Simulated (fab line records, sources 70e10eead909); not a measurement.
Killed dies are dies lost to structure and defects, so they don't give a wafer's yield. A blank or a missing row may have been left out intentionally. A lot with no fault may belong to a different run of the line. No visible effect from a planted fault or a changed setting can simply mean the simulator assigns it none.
fab line records    flow nandHarc
record lots=6  wafers=18  lastDay=25
route steps=1159 shown A_ZERO_WELL@396
lots that met no fault: taken from a fault-free run of the same line
startH: hours from the record's opening day to when the first of the lot's shown wafers began    waitH: time in hours since the lot's previous step    " unchanged from the row above    L1.1+2: one row covering several wafers at once    - no value, or no start was given    * or withheld: withheld    < > ~ a bound
route shown NAME@n: NAME is a module with steps in the file, n the number in the route of the first one    usual: mean/standard deviation of fault-free wafers    same: alike in all rows    chamber/n: place in a boat    sites: per-site readings    _std_site: their standard deviation    _edge_site: inner sites' mean taken away from outer sites' mean    radiusMm: how far each site lies from the wafer's centre    mask NAME#n: copy n    behind: the most recent tool/chamber to have shaped the wafer    hold: why the lot went on hold/how many hours it stayed there/how the hold came to an end    device: names the non-switching transistor (n, p or np)    end of line: the same wafers' tests at the end of the route    a step with no rows: only its recipe    killed: dies lost to structure and defects at the first sort, not the wafer's yield    map: the dies of a wafer, with x for killed, . for not killed, _ for no die there
set.NAME: the setting that was run; set.NAME@STEP: the one run at that earlier step    model.NAME: the simulator's own value behind a step, which no gauge read
lots at some steps of the route; a table a step, a row a wafer
services: a tool's chamber out of use, with start hour (startH, from the record's first day; less than 0 if before it), hours out, and reason
## steps
# step NHARC_A_ZERO_WELL_SOFTBAKE_05
# recipe tempC=125  timeS=70
# step NHARC_A_ZERO_WELL_EBR_06
# step NHARC_A_ZERO_WELL_EXPOSE_07
# recipe na=0.55  doseMj=33.85  maskId=A_ZERO
# step NHARC_A_ZERO_WELL_PEB_08
# recipe pebTempC=128  pebTimeS=80
# step NHARC_A_ZERO_WELL_DEVELOP_09
# recipe timeS=50  devTempC=22
# step NHARC_A_ZERO_WELL_CD_MEAS_10
# recipe targetCdNm=2000  landingEnergyEv=500
# usual cdNm=1999.5/2.4
lot.wafer  tool      chamber  startH  waitH  cdNm
L965.2     cdSem-03  0        192.98  -      1996.5
L965.4     "         0        "       "      1994.9
L965.5     "         0        "       "      1997.8
L970.1     cdSem-01  0        207.40  -      2001.5
L970.3     "         0        "       "      1998.6
L970.6     "         0        "       "      2001.7
L975.1     cdSem-02  0        243.75  -      1998.5
L975.4     "         0        "       "      2001.0
L975.5     "         0        "       "      2000.4
L977.1     cdSem-01  0        258.46  -      2002.0
L977.2     "         0        "       "      2003.2
L977.4     "         0        "       "      2004.8
L978.3     cdSem-03  0        259.54  -      2002.7
L978.5     "         0        "       "      2000.9
L978.6     "         0        "       "      2003.4
L979.1     cdSem-03  0        273.89  -      1995.2
L979.5     "         0        "       "      1995.9
L979.6     "         0        "       "      1999.1
# step NHARC_A_ZERO_WELL_HARDBAKE_11
# recipe tempC=118  timeS=65
# step NHARC_A_ZERO_WELL_DESCUM_12
# recipe timeS=3  o2FlowSccm=200  arFlowSccm=0  biasPowerW=0  chemistry=O2
# usual drypumpMotorCurrentA=5.7/0.35  oesProductAu=1.002/0.0085  rfVppV=57.9/0.99  showerheadPlenumPTorr=1.94/0.094  throttleValvePct=11.310/0.0087
# same biasPowerW=0
lot.wafer  tool        chamber  startH  waitH  drypumpMotorCurrentA  oesProductAu  rfHoursCounterH  rfVppV  showerheadPlenumPTorr  throttleValvePct
L965.4     rieDiel-05  3        193.14  -      5.3                   0.992         1                55.1    1.79                   11.305
L965.2     "           1        "       "      5.7                   1.011         1                57.7    1.95                   11.322
L965.5     "           0        "       "      6.0                   1.004         -                57.8    1.95                   11.318
L970.1     rieDiel-10  2        207.56  -      5.6                   0.999         2                57.2    2.06                   11.312
L970.3     "           0        "       "      5.4                   1.009         2                59.8    1.83                   11.314
L970.6     "           1        "       "      5.3                   0.996         -                58.2    1.94                   11.319
L975.1     rieDiel-05  3        243.91  -      5.3                   0.998         4                58.9    1.79                   11.318
L975.4     "           2        "       "      5.5                   0.995         4                60.1    2.06                   11.321
L975.5     "           0        "       "      6.0                   0.997         -                58.5    1.95                   11.324
L977.2     rieDiel-05  3        258.61  -      5.3                   1.010         6                56.1    1.79                   11.310
L977.1     "           1        "       "      5.7                   0.998         6                57.6    1.95                   11.302
L977.4     "           2        "       "      5.5                   0.996         6                58.5    2.06                   11.318
L978.3     rieDiel-05  0        259.70  -      6.0                   1.008         6                58.7    1.95                   11.313
L978.6     "           0        "       "      6.1                   1.009         -                57.4    1.95                   11.295
L978.5     "           1        "       "      5.7                   1.009         -                58.2    1.95                   11.310
L979.1     rieDiel-05  3        274.04  -      5.3                   1.010         6                57.0    1.79                   11.304
L979.6     "           3        "       "      5.3                   1.008         -                57.3    1.79                   11.306
L979.5     "           0        "       "      6.0                   1.006         -                57.4    1.95                   11.300
# step NHARC_A_ZERO_WELL_ETCH_19
# recipe targetDepthA=800  overetchA=240  timeS=87.88  ionEnergyEv=200  n2FlowSccm=150  h2FlowSccm=150  arFlowSccm=0  rfW=400  biasW=150  chemistry=N2/H2
# usual drypumpMotorCurrentA=5.7/0.32  oesProductAu=1.001/0.0087  rfVppV=431/3  showerheadPlenumPTorr=2.07/0.1  throttleValvePct=14.171/0.0087
lot.wafer  tool        chamber  startH  waitH  drypumpMotorCurrentA  oesProductAu  rfHoursCounterH  rfVppV  showerheadPlenumPTorr  throttleValvePct
L965.4     rieDiel-05  0        193.22  0.1    6.0                   0.986         1                432     2.08                   14.170
L965.2     "           2        "       "      5.5                   0.986         1                435     2.20                   14.176
L965.5     "           0        "       "      6.0                   0.991         -                433     2.08                   14.163
L970.3     rieDiel-10  1        207.65  0.1    5.2                   0.987         2                433     2.07                   14.141
L970.1     "           2        "       "      5.6                   1.000         2                434     2.20                   14.160
L970.6     "           1        "       "      5.2                   0.985         -                432     2.07                   14.170
L975.1     rieDiel-05  3        244.00  0.1    5.3                   1.012         4                426     1.90                   14.179
L975.4     "           0        "       "      6.1                   0.999         5                431     2.08                   14.168
L975.5     "           2        "       "      5.5                   1.002         -                435     2.20                   14.188
L977.1     rieDiel-05  2        258.71  0.1    5.4                   1.004         6                435     2.20                   14.160
L977.4     "           3        "       "      5.3                   1.011         6                427     1.90                   14.184
L977.2     "           0        "       "      6.0                   0.997         6                432     2.08                   14.172
L978.3     rieDiel-05  0        259.79  0.1    6.0                   1.004         6                431     2.08                   14.167
L978.5     "           3        "       "      5.3                   1.008         -                426     1.90                   14.175
L978.6     "           0        "       "      6.1                   1.008         -                430     2.08                   14.171
L979.1     rieDiel-05  1        274.13  0.1    5.7                   1.012         6                432     2.08                   14.173
L979.6     "           1        "       "      5.7                   1.013         -                432     2.08                   14.184
L979.5     "           2        "       "      5.5                   1.005         -                435     2.20                   14.184
# step NHARC_A_ZERO_WELL_ETCH_13
# recipe targetDepthA=1200  timeS=40.1  hbrFlowSccm=150  cl2FlowSccm=50  rfW=400  icpW=400  biasW=100  chemistry=HBr/Cl2
# usual drypumpMotorCurrentA=5.9/0.34  oesProductAu=1.001/0.011  throttleValvePct=26.406/0.0098
lot.wafer  tool      chamber  startH  waitH  drypumpMotorCurrentA  oesProductAu  rfHoursCounterH  throttleValvePct
L965.4     rieSi-06  3        193.36  -      5.4                   1.010         0.0              26.406
L965.2     "         0        "       "      6.2                   1.005         0.0              26.416
L965.5     "         3        "       "      5.4                   1.015         -                26.410
L970.1     rieSi-02  0        207.77  -      5.9                   1.003         1.2              26.420
L970.3     "         2        "       "      6.1                   1.001         1.1              26.400
L970.6     "         1        "       "      5.6                   1.008         -                26.388
L975.4     rieSi-06  0        244.11  -      6.2                   1.004         0.5              26.391
L975.1     "         1        "       "      5.8                   0.998         0.5              26.400
L975.5     "         1        "       "      5.8                   0.991         -                26.404
L977.1     rieSi-05  3        258.82  -      6.2                   0.994         0.0              26.403
L977.4     "         0        "       "      6.6                   0.999         0.0              26.403
L977.2     "         2        "       "      6.1                   0.978         0.0              26.392
L978.3     rieSi-02  1        259.94  -      5.6                   1.007         0.3              26.404
L978.6     "         3        "       "      6.1                   0.999         -                26.404
L978.5     "         0        "       "      5.9                   0.974         -                26.405
L979.1     rieSi-06  0        274.26  -      6.2                   0.999         0.6              26.419
L979.5     "         3        "       "      5.4                   1.010         -                26.406
L979.6     "         0        "       "      6.2                   1.005         -                26.403
# step NHARC_A_ZERO_WELL_STRIP_14
# recipe timeS=900  tempC=130  chemistry=SPM
# step NHARC_A_ZERO_WELL_IMPLANT_15
# recipe energyKev=150  doseCm2=1e+13  tiltDeg=7
# usual beamEnergyKeV=150.00/0.045  beamOnS=9.98/0.19  tiltDeg=6.998/0.019
lot.wafer  tool          chamber  startH  waitH  beamEnergyKeV  beamOnS  tiltDeg
L965.2     implanter-01  0        193.93  0.1    149.97         10.24    6.987
L965.4     "             0        "       "      149.92         10.28    7.012
L965.5     "             0        "       "      149.97         10.22    6.996
L970.1     implanter-01  0        208.32  0.1    149.99         10.31    7.003
L970.3     "             0        "       "      149.96         9.70     6.993
L970.6     "             0        "       "      149.98         9.80     7.024
L975.1     implanter-02  -        244.66  0.1    -              -        -
L975.4     "             -        "       "      -              -        -
L975.5     "             -        "       "      -              -        -
L977.1     implanter-01  -        259.38  0.1    -              -        -
L977.2     "             -        "       "      -              -        -
L977.4     "             -        "       "      -              -        -
L978.3     implanter-02  0        260.53  0.1    150.01         10.13    6.995
L978.5     "             0        "       "      149.94         10.01    6.978
L978.6     "             0        "       "      150.02         10.18    7.011
L979.1     implanter-02  0        274.96  0.2    150.01         9.97     6.995
L979.5     "             0        "       "      149.99         9.84     6.970
L979.6     "             0        "       "      150.06         9.95     6.985
# step NHARC_A_ZERO_WELL_PRECLEAN_22
# recipe timeS=60  tempC=50  bathAgeMin=0  chemistry=SC1
## services
tool          chamber  startH  hours  kind
rieSi-05      0        169.77  3.0    repair
rieDiel-05    0        172.60  -      clean
rieDiel-05    1        172.60  -      clean
rieDiel-05    2        172.60  -      clean
rieDiel-05    3        172.60  -      clean
rieDiel-10    -        176.50  9.0    pm
rieSi-06      -        183.00  9.0    pm
rieSi-05      3        189.05  3.4    repair
rieDiel-05    0        197.10  -      clean
rieDiel-05    1        197.10  -      clean
rieDiel-05    2        197.10  -      clean
rieDiel-05    3        197.10  -      clean
rieSi-02      -        211.00  9.0    pm
rieDiel-05    3        211.44  2.6    repair
rieDiel-05    0        221.60  -      clean
rieDiel-05    1        221.60  -      clean
rieDiel-05    2        221.60  -      clean
rieDiel-05    3        221.60  -      clean
rieSi-06      1        232.24  5.8    repair
rieSi-05      -        239.00  9.0    pm
rieSi-06      -        252.81  0.5    repair
rieSi-02      -        255.07  0.5    repair
rieDiel-05    3        260.18  13.5   repair
implanter-01  -        266.00  13.0   pm
## key
firstSign step=NHARC_A_ZERO_WELL_IMPLANT_15  reading=toolRecord  direction=missing
effect none on later readings
metAt NHARC_A_ZERO_WELL_IMPLANT_15
struckWafers L975.1,L975.4,L975.5,L977.1,L977.2,L977.4
laterRowsLeftOut L975.1,L975.4,L975.5,L977.1,L977.2,L977.4
sortLeftOut L975.1,L975.4,L975.5,L977.1,L977.2,L977.4
testerLeftOut L975,L977
onsetBetween 208.32 244.66
fault kind=skippedStepWhole  tool=implanter-01,implanter-02  chamber=-  onsetH=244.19  steps=NHARC_A_ZERO_WELL_IMPLANT_15  scope=struckLotsOnly
# testerLeftOut: of these lots the tester's yield and bins aren't shown, on N5 and GAA mostly nor the transistor test; their killed dies are dies lost to structure and defects alone, not to doping, threshold or leakage, so they don't give the yield
# sortLeftOut: the simulated sort isn't trusted on such a fault, so these wafers' sort isn't shown, and their yield isn't known
# laterRowsLeftOut: the simulator's readings of these wafers behind a module that went badly wrong aren't trusted and aren't shown, but for the sort
